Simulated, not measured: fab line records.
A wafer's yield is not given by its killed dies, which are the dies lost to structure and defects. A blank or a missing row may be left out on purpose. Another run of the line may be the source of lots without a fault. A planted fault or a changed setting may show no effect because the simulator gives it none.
A lot that was struck, set against a sound lot ; flow nand_harc ; 11 steps out of a route of 1302
Sound: wafers L840.2, L840.4, L840.6. Struck: wafer L850.5. (L850.2, L850.6 of the same lot were not struck and are left out.) The cause comes at the end.
Per side, at each step with rows, come the tool, then ch with its chambers, and then its first start. Under that, the readings that differ: sound wafers ; struck wafers ; difference of the means ; sigmas: that difference in standard deviations of wafers without a fault.
alike: readings with means less than 2 such deviations apart, plus words and numbers identical on both sides. not compared: withheld readings, readings lacking a value on some wafer, bounds such as >300 that could conceal the same value, and numbers that have no deviation in the record and whose values overlap.
A row with sigmas, a row that says differs or no value, or rows on one side alone: a step with any of these is where the two part. When numbers do not overlap yet have no deviation, they are printed without sigmas and do not part them. A reading that every wafer of one side lacks parts them only if that side has two wafers or more.

NHARC_A_CHANNEL_FILL_D1_ALD_25: deposits SiOx, target thk 60 nm, pulse time 10 s, ald cycles 600.
  sound on ald_hk-03 ch 1,2,3, day 11 23:39; struck on ald_hk-03 ch 3, day 16 13:37
  alike: heater_power_w, precursor_pulse_height_rel, susceptor_temp_C
NHARC_A_CHANNEL_FILL_D1_ETCHBACK_08: etches the open film in C4F8, target depth 220 nm, time 110 s.
  sound on rie_diel-01 ch 0,1; struck on rie_diel-03 ch 0
reading;sound;struck;difference;sigmas
rf_fwd_power_W (W);597.4 599.0 598.1;592.2;-6.0;-3
  alike: oes_product_au, rf_vpp_V
  not compared: rf_hours_counter_h
NHARC_A_CHANNEL_FILL_D1_STRIP_29: strips in O2, time 20 s.
  sound on rie_diel-01 ch 1,2; struck on rie_diel-03 ch 0
  alike: drypump_motor_current_A, mfc_ar_sccm, oes_product_au, rf_vpp_V, showerhead_plenum_p_Torr, throttle_valve_pct
  not compared: rf_hours_counter_h
then, 3 steps without rows for these wafers: NHARC_A_CHANNEL_FILL_D1_PRECLEAN_30 (cleans in dHF, time 30 s); NHARC_A_CHANNEL_FILL_D1_SRD_31; NHARC_A_CHANNEL_FILL_D1_CVD_09 (deposits poly-Si, target thk 150 nm, time 3000 s).
NHARC_A_CHANNEL_FILL_D1_CMP_10: polishes, target thk 150 nm.
  sound on cmp-02 ch 0,3, day 12 10:34; struck on cmp-02 ch 2, day 16 22:34
reading;sound;struck;difference;sigmas
time_to_endpoint_s (s);16.1 22.0 19.3;13.1;-6.0;-2
  alike: motor_current_A
next, for these wafers, 1 step has no rows: NHARC_A_CHANNEL_FILL_D1_SRD_12.
NHARC_A_CHANNEL_FILL_D1_INSPECT_13:
  sound on defect_inspect-02, day 12 10:57; struck on defect_inspect-02, day 16 22:57
  alike: raw_defect_count
NHARC_A_DECK1_JOINT_ETCHBACK_07: etches the open film in HBr, target depth 105 nm, time 26.9 s.
  sound on rie_si-05 ch 1,2,3, day 12 11:02; struck on rie_si-03 ch 1, day 16 23:01
reading;sound;struck;difference;sigmas
oes_product_au (a.u.);0.992 1.000 1.004;0.921;-0.078;-8
  alike: drypump_motor_current_A, rf_fwd_power_W, throttle_valve_pct
  not compared: rf_hours_counter_h
then, 1 step without rows for these wafers: NHARC_A_DECK1_JOINT_ETCH_25 (etches SiO2 in dHF, target depth 0.5 nm).

WHERE THEY PART
Last at NHARC_A_DECK1_JOINT_ETCHBACK_07 as far as this record goes, first at NHARC_A_CHANNEL_FILL_D1_ETCHBACK_08.

WHY: what the simulator had put in
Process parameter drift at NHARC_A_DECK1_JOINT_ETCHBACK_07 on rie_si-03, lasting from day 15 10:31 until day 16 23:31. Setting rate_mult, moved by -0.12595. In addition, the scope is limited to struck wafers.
